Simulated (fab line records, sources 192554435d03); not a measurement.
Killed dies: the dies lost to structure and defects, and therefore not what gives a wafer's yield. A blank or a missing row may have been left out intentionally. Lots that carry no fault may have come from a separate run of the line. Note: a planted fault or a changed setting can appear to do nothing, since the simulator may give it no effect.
A lot that was struck, set against a sound lot / flow n5 finfet / 36 steps out of a route of 1938
Sound: the wafers L121.1, L121.5, L121.6. Struck: wafer L129.3 (left out: L129.4, L129.6 of the same lot, which were not struck); the cause appears at the end.
For every step that has rows: the tool of each side, followed by ch and its chambers, followed by its first start. Under that, the readings that differ: sound wafers / struck wafers / difference of the means / sigmas: that difference in standard deviations of wafers without a fault.
alike: same words and numbers on both sides, and readings whose means sit less than 2 such deviations apart. not compared: any withheld reading, any reading some wafer has no value for, any bound like >300 that may hide the same value, and any number with overlapping values for which the record gives no deviation.
Wherever a step has rows on one side only, a row that says differs or no value, or a row with sigmas, the two part there. Numbers that don't overlap but have no deviation are shown without sigmas and don't part them. Lack of a reading on every wafer of one side parts them only where that side has two or more wafers.

first, 7 steps without rows for these wafers: N5_BEOL_M4_CMP_52 (polishes, stops on SiOC, t overpolish 6.8 s, target thk 40 nm); N5_BEOL_M4_PRE_CLEAN_60 (time 15 s); N5_BEOL_M4_CO_CAP_55 (material Co, precursor CCTBA/H2, target thk 2 nm, time 102.1 s); N5_BEOL_M4_PRE_CLEAN_56 (time 15 s); N5_BEOL_M4_DEP_57 (deposits SiCN from 3MS/NH3, target thk 8 nm, time 14 s); N5_BEOL_M5_ILD_DEP_00 (deposits SiCOH lowk from DEMS/porogen, target thk 140.64 nm, time 25.9 s); N5_BEOL_M5_CURE_79 (cures SiCOH lowk, time 240 s).
N5_BEOL_M5_PECVD_70: deposits SiO2 from TEOS/O2, target thk 16 nm, time 18 s.
  sound on pecvd-01 ch 0,2, day 8 22:15; struck on pecvd-01 ch 0, day 12 00:17
reading=model.SiO2_of_BEOL_M5_PECVD_70.thk nm (nm); sound=16.2 16.2 16.2; struck=12.2; difference=-4.0; sigmas=
  alike: chamber pressure Torr, heater power w, showerhead plenum p Torr, throttle valve pct
then, 25 steps without rows for these wafers: N5_BEOL_M5_HM_DEP_02 (deposits TiN, target thk 20 nm); N5_BEOL_M5_COAT_59 (time 60 s, resist thk 60 nm); N5_BEOL_M5_COAT_60 (time 60 s, resist thk 12 nm); N5_BEOL_M5_COAT_71 (time 60 s, resist thk 5 nm); N5_BEOL_M5_COAT_05 (resist thk 30 nm); N5_BEOL_M5_EBR_07; N5_BEOL_M5_SOFTBAKE_06 (time 60 s); N5_BEOL_M5_EXPOSE_08 (exposes mask M5, target cd 28 nm); N5_BEOL_M5_PEB_09 (peb time 60 s); N5_BEOL_M5_DEVELOP_10 (develop time 30 s); N5_BEOL_M5_DESCUM_16 (chemistry O2, time 7 s); N5_BEOL_M5_ETCH_72 (etches underlayer in N2/H2, target depth 6.5 nm, time 5.2 s); N5_BEOL_M5_ETCH_61 (etches SiARC in CF4, target depth 15.6 nm, time 26 s); N5_BEOL_M5_ETCH_62 (etches SOC in N2/H2, target depth 75 nm, overetch 15 nm, time 112.5 s); N5_BEOL_M5_STRIP_63 (strips in N2/H2); N5_BEOL_M5_STRIP_73 (strips in N2/H2); N5_BEOL_M5_STRIP_64 (strips in CF4); N5_BEOL_M5_HM_OPEN_17 (chemistry Cl2/BCl3, target TiN, target depth 20 nm, overetch 6 nm); N5_BEOL_M5_STRIP_19 (strips in O2); N5_BEOL_M5_COAT_65 (time 60 s, resist thk 60 nm); N5_BEOL_M5_COAT_66 (time 60 s, resist thk 12 nm); N5_BEOL_M5_COAT_74 (time 60 s, resist thk 5 nm); N5_BEOL_M5_COAT_22 (resist thk 30 nm); N5_BEOL_M5_EBR_24; N5_BEOL_M5_SOFTBAKE_23 (time 60 s).
N5_BEOL_M5_HM_STRIP_39: strips TiN in peroxide tin strip, target depth 25 nm, time 158 s.
  sound on wet bench-02 ch 0,1,2, day 9 04:19; struck on wet bench-01 ch 6, day 12 02:30
reading=model.SiO2_of_BEOL_M5_PECVD_70.thk nm (nm); sound=16 16 16; struck=12; difference=-4; sigmas=
  alike: temp c
N5_BEOL_M5_CMP_52: polishes, stops on SiCOH lowk, t overpolish 6.9 s, target thk 62 nm.
  sound on cmp-03 ch 1,2,3, day 9 10:53; struck on cmp-03 ch 2, day 12 09:21
reading=barrier field endpoint s (s); sound=24.2 24.1 24.0; struck=19.9; difference=-4.2; sigmas=-8
  alike: motor current A
then, 1 step without rows for these wafers: N5_PASSIVATION_PROBE_49.

WHERE THEY PART
Within this record, at N5_BEOL_M5_CMP_52 only.

WHY: what the simulator had put in
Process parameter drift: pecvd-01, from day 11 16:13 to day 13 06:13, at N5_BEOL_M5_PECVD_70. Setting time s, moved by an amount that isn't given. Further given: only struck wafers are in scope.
